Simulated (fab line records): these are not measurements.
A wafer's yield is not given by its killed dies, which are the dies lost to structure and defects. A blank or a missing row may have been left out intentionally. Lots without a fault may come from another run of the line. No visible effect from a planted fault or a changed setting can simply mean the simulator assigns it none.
Matching of chambers :: flow n5_finfet :: uv_cure-03 running N5_BEOL_M11_CURE_71: 3 sister chambers
The step cures SiCOH lowk, time 240 s. 3 wafers are shown with their chamber, then 7 later ones without.

WAFERS, EACH WITH ITS CHAMBER
wafer: L083.6
chamber: 0
wafer_temp_C_max: 386.7

wafer: L084.6
chamber: 1
wafer_temp_C_max: 387.8

wafer: L088.3
chamber: 2
wafer_temp_C_max: 386.5

WAFERS WITHOUT THEIR CHAMBER
wafer: L088.5
wafer_temp_C_max: 387.4

wafer: L091.2
wafer_temp_C_max: 386.6

wafer: L091.4
wafer_temp_C_max: 386.2

wafer: L091.5
wafer_temp_C_max: 386.8

wafer: L096.3
wafer_temp_C_max: 386.5

wafer: L096.4
wafer_temp_C_max: 387.0

wafer: L096.5
wafer_temp_C_max: 387.2

WHICH CHAMBER EACH ONE RAN IN
wafer: L088.5
from the rows above: can't be placed: 1 or 0 or 2
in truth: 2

wafer: L091.2
from the rows above: can't be placed: 0 or 2
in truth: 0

wafer: L091.4
from the rows above: can't be placed: 2 or 0
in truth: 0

wafer: L091.5
from the rows above: can't be placed: 0 or 2
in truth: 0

wafer: L096.3
from the rows above: can't be placed: 2 or 0
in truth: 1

wafer: L096.4
from the rows above: can't be placed: 0 or 2 or 1
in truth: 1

wafer: L096.5
from the rows above: can't be placed: 0 or 1 or 2
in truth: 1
Placed correctly: 0 of 7. Not placeable from these rows: 7 (in 6, the candidates include the true chamber). Wrongly placed: 0.
How it was worked out, from the rows above alone: a wafer's distance from a chamber is the root of the sum, over the readings, of the square of ((its reading less the chamber's mean) divided by the reading's scatter). The wafer belongs to the nearest chamber; if the next one is less than 2 further off, it can't be placed. Each chamber's mean is taken over the wafers shown for it. The scatter: root of mean squared gap, hidden wafer to nearest shown wafer, with one shown wafer a chamber.
